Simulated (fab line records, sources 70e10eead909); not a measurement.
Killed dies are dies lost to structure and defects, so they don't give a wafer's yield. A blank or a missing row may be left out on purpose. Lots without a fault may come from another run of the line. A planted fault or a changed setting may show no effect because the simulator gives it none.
A struck lot beside a sound one | flow nand_harc | 15 steps out of a route of 1302
Sound: wafers L913.2, L913.3, L913.5. Struck: wafer L912.5. (L912.2, L912.3 of the same lot were not struck and are left out.) The cause comes at the end.
At each step with rows: each side's tool, then ch and its chambers, then its first start. Under that, the readings that differ: sound wafers | struck wafers | difference of the means | sigmas: that difference in standard deviations of wafers without a fault.
alike: readings whose means differ by less than 2 such deviations, and words and numbers that are the same on both sides. not compared: withheld readings, readings that some wafer has no value for, bounds like >300 that may hide the same value, and numbers for which the record gives no deviation and whose values overlap.
The two part at a step that has a row with sigmas, a row that says differs or no value, or rows on one side only. Numbers that don't overlap but have no deviation are shown without sigmas and don't part them. A reading that every wafer of one side lacks parts them only if that side has two wafers or more.

first, 1 step without rows for these wafers: NHARC_A_ONON_D1_DEP_09 (target thk 1000 nm).
NHARC_A_ONON_D1_THK_MEAS_11: measures by ellipsometry.
  sound on film_metro-02, day 13 18:02; struck on film_metro-02, day 13 00:53
  reading     | sound          | struck | difference | sigmas
  thk_nm (nm) | 1014 1012 1014 | 982    | -31        | -3
then, 1 step without rows for these wafers: NHARC_A_ONON_D1_DEP_12 (target thk 1000 nm).
NHARC_A_ONON_D1_THK_MEAS_14: measures by ellipsometry.
  sound on film_metro-02, day 13 18:36; struck on film_metro-02, day 13 01:29
  alike: thk_nm
then, 2 steps without rows for these wafers: NHARC_A_ONON_D1_ANNEAL_15 (time 3600 s); NHARC_A_ONON_D1_DEP_16 (target thk 1000 nm).
NHARC_A_ONON_D1_THK_MEAS_18: measures by ellipsometry.
  sound on film_metro-01, day 14 03:23; struck on film_metro-02, day 13 10:17
  alike: thk_nm
then, 1 step without rows for these wafers: NHARC_A_ONON_D1_DEP_19 (target thk 1000 nm).
NHARC_A_ONON_D1_THK_MEAS_21: measures by ellipsometry.
  sound on film_metro-01, day 14 03:58; struck on film_metro-02, day 13 10:52
  alike: thk_nm
then, 1 step without rows for these wafers: NHARC_A_ONON_D1_DEP_22 (target thk 1000 nm).
NHARC_A_ONON_D1_THK_MEAS_24: measures by ellipsometry.
  sound on film_metro-01, day 14 04:32; struck on film_metro-01, day 13 11:26
  alike: thk_nm
NHARC_A_ONON_D1_DEP_25: target thk 1000 nm.
  sound on pecvd_onon-03 ch 0, day 14 04:38; struck on pecvd_onon-01 ch 0, day 13 11:32
  alike: nh3_flow_sccm
NHARC_A_ONON_D1_THK_MEAS_27: measures by ellipsometry.
  sound on film_metro-01, day 14 05:05; struck on film_metro-01, day 13 12:00
  reading     | sound       | struck | difference | sigmas
  thk_nm (nm) | 996 993 995 | 675    | -320       | -25
then, 1 step without rows for these wafers: NHARC_A_ONON_D1_DEP_28 (target thk 1000 nm).
-- the record jumps here: 16 days lie between the struck wafers' starts before and after (it left off in module A_ONON_D1 and takes up again in module END, whose first step shown is number 1302 of the route) --
NHARC_END_SORT_01:
  the record has rows for the struck wafers here (prober-02 ch 0, day 29 11:24) and none for the sound ones

WHERE THEY PART
First at NHARC_A_ONON_D1_THK_MEAS_11; last, within this record, at NHARC_END_SORT_01.

WHY: what the simulator had put in
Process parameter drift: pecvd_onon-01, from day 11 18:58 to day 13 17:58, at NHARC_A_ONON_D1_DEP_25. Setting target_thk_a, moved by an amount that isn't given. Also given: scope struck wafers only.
